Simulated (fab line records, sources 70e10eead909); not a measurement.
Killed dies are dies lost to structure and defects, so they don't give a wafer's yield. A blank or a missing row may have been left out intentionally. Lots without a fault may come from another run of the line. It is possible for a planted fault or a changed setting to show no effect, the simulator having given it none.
Which tool was responsible? -- flow nand harc -- 13 lots with 39 wafers sampled at 5 steps, on a route of 1302 steps

== WHAT THE GAUGES READ, wafer by wafer ==
NHARC_THIN_TSV_CD_MEAS_37.
lot,measured,on,cd nm (nm)
L837,day 23 00:49,cd sem-02,5002.6 4999.7 5000.7
L838,day 24 04:06,cd sem-02,4997.8 4998.1 4995.5
L839,day 24 20:43,cd sem-01,4998.5 4997.6 5002.0
L841,day 26 03:40,cd sem-02,4996.7 4998.8 4997.6
L842,day 26 02:44,cd sem-01,5001.1 5000.5 4999.3
L844,day 26 17:05,cd sem-02,4997.0 4997.6 4999.9
L856,day 31 20:26,cd sem-02,4997.3 4998.9 4996.3
L857,day 31 21:35,cd sem-02,5002.0 5003.0 5002.3
L858,day 32 19:44,cd sem-01,4997.1 4997.3 4999.7
L859,day 32 21:22,cd sem-02,4997.4 4999.1 4997.4
L860,day 33 04:43,cd sem-02,5001.2 5001.9 4999.0

NHARC_END_SORT_01.
lot,measured,on,killed at array,killed at other,killed at periphery,killed dies,killed open,killed short
L845,day 27 09:34,prober-01,68 59 48,1 6 1,608 612 628,677 677 677,3 2 4,4 3 1
L848,day 28 07:12,prober-01,67 40 62,0 0 0,610 637 615,677 677 677,2 1 4,3 3 4

== WHAT TOOL EACH LOT RAN ON (gives the tool, then ch and the chambers of the sampled wafers, and finally the start) ==
lot,NHARC_P_STI_HM_DEP_30,NHARC_THIN_TSV_DESCUM_14,NHARC_THIN_TSV_ETCH_44
L837,"lpcvd-02 ch 0, day 2 14:57","rie diel-03 ch 1,2,3, day 22 17:36","rie diel-03 ch 0,2,3, day 22 17:44"
L838,"lpcvd-02 ch 0, day 3 01:34","rie diel-12 ch 2,3, day 23 20:55","rie diel-12 ch 0,1,3, day 23 21:02"
L839,"lpcvd-01 ch 1, day 3 13:28","rie diel-05 ch 0,2, day 24 13:25","rie diel-05 ch 0,2,3, day 24 13:29"
L841,"lpcvd-02 ch 0, day 4 08:58","rie diel-12 ch 0,3, day 25 20:17","rie diel-12 ch 1,3, day 25 20:28"
L842,"lpcvd-01 ch 0, day 4 19:07","rie diel-03 ch 0,3, day 25 19:13","rie diel-03 ch 0,1,2, day 25 19:25"
L844,"lpcvd-02 ch 0, day 5 14:26","rie diel-03 ch 1,2,3, day 26 10:01","rie diel-03 ch 0,2,3, day 26 10:06"
L845,"lpcvd-02 ch 0, day 5 23:38",-,-
L848,"lpcvd-02 ch 0, day 7 04:50",-,-
L856,"lpcvd-01 ch 0, day 10 14:14","rie diel-03 ch 1,3, day 31 13:09","rie diel-03 ch 0,1,3, day 31 13:14"
L857,"lpcvd-01 ch 1, day 11 00:41","rie diel-05 ch 0,2, day 31 14:20","rie diel-05 ch 0,1,2, day 31 14:25"
L858,"lpcvd-02 ch 1, day 11 10:05","rie diel-05 ch 0,2,3, day 32 12:41","rie diel-05 ch 1,2, day 32 12:49"
L859,"lpcvd-02 ch 0, day 11 21:16","rie diel-12 ch 0,2, day 32 14:01","rie diel-12 ch 0,2, day 32 14:05"
L860,"lpcvd-01 ch 0, day 12 06:00","rie diel-03 ch 1,2,3, day 32 21:29","rie diel-03 ch 0,2,3, day 32 21:38"
- NHARC_P_STI_HM_DEP_30: deposits Si3N4, target thk 80 nm, time 873 s.
- NHARC_THIN_TSV_DESCUM_14: chemistry O2, time 3 s.
- NHARC_THIN_TSV_ETCH_44: etches the open film in CF4/O2, target depth 1594.2 nm, time 797.1 s.

== AS READ BY THE TOOLS THEMSELVES (means over the sampled wafers that have a number; for cases with no such wafer, the mark the record gives instead) ==
NHARC_P_STI_HM_DEP_30.
lot,tool,spike tc lower C (C),zone power upper pct (%)
L837,lpcvd-02,791.6,15.3
L838,lpcvd-02,790.2,15.1
L839,lpcvd-01,792.2,13.6
L841,lpcvd-02,791.7,15.1
L842,lpcvd-01,791.0,13.0
L844,lpcvd-02,790.7,15.0
L845,lpcvd-02,790.8,15.2
L848,lpcvd-02,791.0,15.1
L856,lpcvd-01,790.5,13.0
L857,lpcvd-01,792.2,13.7
L858,lpcvd-02,789.8,12.2
L859,lpcvd-02,790.9,15.3
L860,lpcvd-01,791.2,13.2

NHARC_THIN_TSV_DESCUM_14.
lot,tool,drypump motor current A (A),oes product au (a.u.),rf vpp V (V),showerhead plenum p Torr (Torr),throttle valve pct (%)
L837,rie diel-03,5.4,1.007,57.4,1.95,11.321
L838,rie diel-12,5.6,1.002,57.1,1.87,11.320
L839,rie diel-05,5.4,0.996,58.6,1.93,11.321
L841,rie diel-12,5.8,0.994,58.0,1.90,11.322
L842,rie diel-03,5.4,1.001,57.8,2.00,11.316
L844,rie diel-03,5.4,1.001,58.4,1.95,11.309
L856,rie diel-03,5.4,1.015,57.8,1.93,11.299
L857,rie diel-05,5.5,0.998,57.8,1.85,11.319
L858,rie diel-05,5.7,0.991,57.7,1.90,11.315
L859,rie diel-12,5.3,0.998,57.0,1.86,11.315
L860,rie diel-03,5.4,1.010,58.3,1.94,11.324

NHARC_THIN_TSV_ETCH_44.
lot,tool,drypump motor current A (A),oes product au (a.u.),rf vpp V (V),showerhead plenum p Torr (Torr),throttle valve pct (%)
L837,rie diel-03,5.3,1.007,797,1.87,16.924
L838,rie diel-12,5.9,0.996,795,1.83,16.915
L839,rie diel-05,5.7,1.001,793,1.82,16.912
L841,rie diel-12,6.2,0.999,794,1.83,16.908
L842,rie diel-03,5.7,1.012,799,1.91,16.910
L844,rie diel-03,5.3,1.002,796,1.87,16.913
L856,rie diel-03,5.6,1.013,798,1.89,16.910
L857,rie diel-05,5.4,0.999,794,1.84,16.924
L858,rie diel-05,5.3,0.991,794,1.83,16.920
L859,rie diel-12,5.3,1.001,791,1.79,16.918
L860,rie diel-03,5.3,1.007,798,1.87,16.919

== THE ANSWER, worked out from the rows above alone ==
Rule: the lots themselves supply what counts as usual. The widest of any qualifying gaps counts: lots, ordered by their means at a reading, are off when they make up no more than a third of the lots, leave a main group of 4 or more, and stand apart from it by 3 or more times the standard deviation of that group's means. If all means in a main group match to the digits the tables above print for the reading, that group is not used. Also off: a lot with no number at a reading for which 4 or more lots have one. The other lots that the step has rows for count as sound. Order of review: gauges by route order, followed by the tools' own readings, for which a lot's mean as printed above is used. The first step at which some lot is off is used, and at that step the reading that is off furthest; a lot without a number counts as furthest.
Across all readings shown, no lot is off: no conclusion can be drawn from this.

== WHAT THE SIMULATOR HAD PUT IN ==
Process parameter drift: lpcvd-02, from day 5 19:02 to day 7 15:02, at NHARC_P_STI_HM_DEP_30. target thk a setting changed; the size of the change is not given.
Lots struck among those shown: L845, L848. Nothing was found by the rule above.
